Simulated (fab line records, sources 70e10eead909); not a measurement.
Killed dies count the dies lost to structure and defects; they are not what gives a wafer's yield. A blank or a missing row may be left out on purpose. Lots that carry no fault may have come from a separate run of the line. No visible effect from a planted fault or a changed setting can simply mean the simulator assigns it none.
Which tool is to blame? -- flow nand harc -- 36 wafers from 12 lots sampled at 4 of the route's 1159 steps

## WHAT EACH GAUGE READ, for each wafer
NHARC_A_CHANNEL_HOLE_D1_CD_MEAS_10: target cd 100 nm. Usual: cd nm reads 99.9 nm (standard deviation 0.46).
lot,measured,on,cd nm (nm),flag
L601,day 7 22:37,cd sem-01,100.5 99.7 100.2,
L603,day 8 22:23,cd sem-01,99.4 99.7 99.9,
L606,day 9 06:49,cd sem-01,100.5 100.2 100.3,
L607,day 10 04:05,cd sem-03,100.5 100.8 100.8,
L611,day 10 23:36,cd sem-03,101.2 101.1 99.6,
L612,day 11 08:25,cd sem-03,101.6 101.6 100.4,
L614,day 12 02:10,cd sem-03,100.3 100.2 100.2,
L616,day 12 00:53,cd sem-01,98.9 99.3 99.9,
L618,day 12 06:29,cd sem-02,99.4 99.6 99.8,
L617,day 12 06:19,cd sem-01,100.3 100.1 99.9,
L622,day 13 01:28,cd sem-02,100.0 99.5 99.5,
L619,day 13 03:01,cd sem-03,99.5 99.4 99.8,

NHARC_A_CHANNEL_HOLE_D1_CD_MEAS_18. Usual: cd nm reads 98.8 nm (standard deviation 1.7).
lot,measured,on,cd nm (nm),flag
L601,day 7 23:55,cd sem-01,99.5 98.8 99.4,
L603,day 8 23:41,cd sem-01,97.0 98.7 97.8,
L606,day 9 08:07,cd sem-02,99.2 97.7 99.3,
L607,day 10 06:32,cd sem-02,96.8 99.1 97.4,
L611,day 11 00:54,cd sem-02,102.3 105.1 101.7,
L612,day 11 09:42,cd sem-02,99.3 99.8 98.7,
L614,day 12 03:27,cd sem-03,98.2 98.5 97.6,
L616,day 12 02:11,cd sem-02,98.7 95.7 96.7,
L618,day 12 07:47,cd sem-01,98.1 96.1 95.7,
L617,day 12 07:36,cd sem-03,101.6 100.5 100.8,
L622,day 13 02:45,cd sem-02,95.8 96.5 96.6,
L619,day 13 04:19,cd sem-02,99.3 99.0 98.5,

## WHAT TOOL EACH LOT RAN ON (gives the tool, then ch and the chambers of the sampled wafers, and finally the start)
lot,NHARC_A_ZERO_WELL_RTA_16,NHARC_A_CHANNEL_HOLE_D1_EXPOSE_07
L601,"rtp anneal-02 ch 0, day 6 09:16","arfi scanner-01 ch 0, day 7 22:29"
L603,"rtp anneal-02 ch 0, day 7 09:41","arfi scanner-02 ch 0, day 8 22:15"
L606,"rtp anneal-02 ch 0, day 7 19:23","arfi scanner-02 ch 0, day 9 06:41"
L607,"rtp anneal-01 ch 0, day 8 14:52","arfi scanner-01 ch 0, day 10 03:57"
L611,"rtp anneal-01 ch 0, day 9 09:44","arfi scanner-01 ch 0, day 10 23:28"
L612,"rtp anneal-01 ch 0, day 9 17:19","arfi scanner-01 ch 0, day 11 08:17"
L614,"rtp anneal-02 ch 0, day 10 07:56","arfi scanner-02 ch 0, day 12 02:01"
L616,"rtp anneal-01 ch 0, day 10 08:25","arfi scanner-02 ch 0, day 12 00:45"
L618,"rtp anneal-01 ch 0, day 10 17:35","arfi scanner-02 ch 0, day 12 06:21"
L617,"rtp anneal-02 ch 0, day 10 17:54","arfi scanner-03 ch 0, day 12 06:10"
L622,"rtp anneal-01 ch 0, day 11 14:17","arfi scanner-02 ch 0, day 13 01:20"
L619,"rtp anneal-02 ch 0, day 11 14:34","arfi scanner-03 ch 0, day 13 02:53"
- NHARC_A_ZERO_WELL_RTA_16: time 10 s.
- NHARC_A_CHANNEL_HOLE_D1_EXPOSE_07: exposes mask HOLE D1, target cd 100 nm.

## AS READ BY THE TOOLS THEMSELVES (means over the sampled wafers that have a number; for cases with no such wafer, the mark the record gives instead)
NHARC_A_ZERO_WELL_RTA_16. Usual: lamp power pct 28.0 %, standard deviation 2.5; lamp_zone_5_pct 28.0 %, standard deviation 2.5; wafer_temp_C_max 1007.2, standard deviation 1.6.
lot,tool,lamp power pct (%),lamp_zone_5_pct (%),wafer_temp_C_max,flag
L601,rtp anneal-02,29.9,29.8,1007.4,
L603,rtp anneal-02,29.9,29.9,1008.6,
L606,rtp anneal-02,29.8,29.8,1007.3,
L607,rtp anneal-01,24.8,24.8,1005.8,
L611,rtp anneal-01,24.8,24.8,1006.3,
L612,rtp anneal-01,24.8,24.8,1005.6,
L614,rtp anneal-02,29.9,29.9,1008.4,
L616,rtp anneal-01,24.8,24.8,1005.4,
L618,rtp anneal-01,24.8,24.8,1005.7,
L617,rtp anneal-02,29.9,29.9,1008.4,
L622,rtp anneal-01,24.8,24.8,1005.5,
L619,rtp anneal-02,29.9,29.9,1008.4,

NHARC_A_CHANNEL_HOLE_D1_EXPOSE_07. Usual: exposure dose mJ cm2 reads 59.69 (standard deviation 0.11).
lot,tool,exposure dose mJ cm2,flag
L601,arfi scanner-01,59.78,
L603,arfi scanner-02,59.66,
L606,arfi scanner-02,59.59,
L607,arfi scanner-01,59.74,
L611,arfi scanner-01,59.81,
L612,arfi scanner-01,59.87,
L614,arfi scanner-02,59.63,
L616,arfi scanner-02,59.63,
L618,arfi scanner-02,59.56,
L617,arfi scanner-03,59.67,
L622,arfi scanner-02,59.59,
L619,arfi scanner-03,59.67,

## THE ANSWER, worked out from the rows above alone
Rule: lot off if the mean of its wafers having a number is beyond 3 standard deviations from the usual mean. A lot without any number at a reading at which 4 lots or more have one is off too. Any other lot the step has rows for is counted as sound. First the gauges in route order, then the tools' own readings, where a lot's mean is used as printed above. At the first step where some lot is off, the reading lying furthest off is the one used; lots without a number count as furthest.
Nothing can be told from this: no lot is off at any reading shown.

## WHAT THE SIMULATOR HAD PUT IN
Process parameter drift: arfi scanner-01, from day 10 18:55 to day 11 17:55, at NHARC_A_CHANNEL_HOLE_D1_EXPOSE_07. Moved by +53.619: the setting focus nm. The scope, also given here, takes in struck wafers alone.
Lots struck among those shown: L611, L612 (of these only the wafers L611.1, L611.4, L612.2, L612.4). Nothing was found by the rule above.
